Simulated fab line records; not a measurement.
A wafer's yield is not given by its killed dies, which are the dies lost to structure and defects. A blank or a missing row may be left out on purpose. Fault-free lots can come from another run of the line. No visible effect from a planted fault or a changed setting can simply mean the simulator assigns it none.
Which tool did it?	flow n5Finfet	11 lots with 33 wafers sampled at 2 steps, on a route of 1938 steps

== WHAT EACH GAUGE READ, for each wafer ==
N5_BEOL_M7_RS_MEAS_57: uses a four-point probe to measure.
lot	measured	on	M7_RS (ohm/sq)
L588	day 9 15:11	filmMetro-01	0.306 0.303 0.308
L590	day 10 00:17	filmMetro-02	0.280 0.298 0.290
L591	day 10 10:30	filmMetro-02	0.292 0.284 0.285
L592	day 10 15:07	filmMetro-01	0.285 0.287 0.305
L594	day 11 00:35	filmMetro-02	0.306 0.300 0.293
L593	day 11 01:14	filmMetro-02	0.279 0.280 0.285
L599	day 12 09:06	filmMetro-01	0.278 0.293 0.294
L601	day 12 14:59	filmMetro-02	0.268 0.290 0.267
L606	day 13 17:24	filmMetro-01	0.281 0.290 0.289
L605	day 14 00:14	filmMetro-01	0.287 0.318 0.303
L610	day 16 08:06	filmMetro-02	0.296 0.292 0.287

== WHICH TOOL RAN EACH LOT (tool, then ch and the chambers of the sampled wafers, then the start) ==
lot	N5_BEOL_M7_SPUTTER_48
L588	pvdSputter-02, day 9 14:15
L590	pvdSputter-03, day 9 22:01
L591	pvdSputter-02, day 10 09:34
L592	pvdSputter-01, day 10 14:03
L594	pvdSputter-02, day 10 23:40
L593	pvdSputter-02, day 11 00:17
L599	pvdSputter-01, day 12 06:46
L601	pvdSputter-01, day 12 14:02
L606	pvdSputter-02, day 13 15:13
L605	pvdSputter-01, day 13 23:14
L610	pvdSputter-01, day 16 07:04
- N5_BEOL_M7_SPUTTER_48: material Cu, target thk 10 nm, time 1.667 s.

== AS READ BY THE TOOLS THEMSELVES (means over the sampled wafers that have a number; for cases with no such wafer, the mark the record gives instead) ==
N5_BEOL_M7_SPUTTER_48.
lot	tool	cathodeDcPowerW (W)	substrateTempC (C)	throttleValvePct (%)
L588	pvdSputter-02	25998	-19.97	30.1
L590	pvdSputter-03	26001	-20.00	30.7
L591	pvdSputter-02	26002	-20.10	30.6
L592	pvdSputter-01	26000	-20.02	29.9
L594	pvdSputter-02	25999	-20.07	30.7
L593	pvdSputter-02	26001	-19.94	31.0
L599	pvdSputter-01	25995	-20.00	28.4
L601	pvdSputter-01	26000	-20.02	28.3
L606	pvdSputter-02	28175	-19.93	30.7
L605	pvdSputter-01	25995	-19.89	29.3
L610	pvdSputter-01	26003	-20.07	29.3

== THE ANSWER, worked out from the rows above alone ==
Rule: the usual values come from the lots themselves. The widest of any qualifying gaps counts: lots, ordered by their means at a reading, are off when they make up no more than a third of the lots, leave a main group of 4 or more, and stand apart from it by 3 or more times the standard deviation of that group's means. A main group whose means are all the same, to the digits that the tables above print for the reading, isn't used. Also off: a lot with no number at a reading for which 4 or more lots have one. Any other lot the step has rows for is counted as sound. First the gauges in route order, then the tools' own readings, where a lot's mean is used as printed above. The first step at which some lot is off is used, and at that step the reading that is off furthest; a lot without a number counts as furthest.
Off: L606, at N5_BEOL_M7_SPUTTER_48 (cathodeDcPowerW). Mean 25999 W and standard deviation 2.6 in the main group.
If a tool, at that step or one of the process steps before it, ran each lot that is off and ran no sound lot following the first of them, it fits. One fits: N5_BEOL_M7_SPUTTER_48 on pvdSputter-02. A fault onset in the window from L593 (day 11 00:17, its last sound lot) to L606 (day 13 15:13, its first lot off) fits.
The tool's own readings at N5_BEOL_M7_SPUTTER_48 bear it out: on the lots that are off they differ by more than 5 times the standard deviation of the sound lots' means. cathodeDcPowerW reads 28175 W there against 25999 W on the sound lots.

== WHAT WAS PUT IN BY THE SIMULATOR ==
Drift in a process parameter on pvdSputter-02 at N5_BEOL_M7_SPUTTER_48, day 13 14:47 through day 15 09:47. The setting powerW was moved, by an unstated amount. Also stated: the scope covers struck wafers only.
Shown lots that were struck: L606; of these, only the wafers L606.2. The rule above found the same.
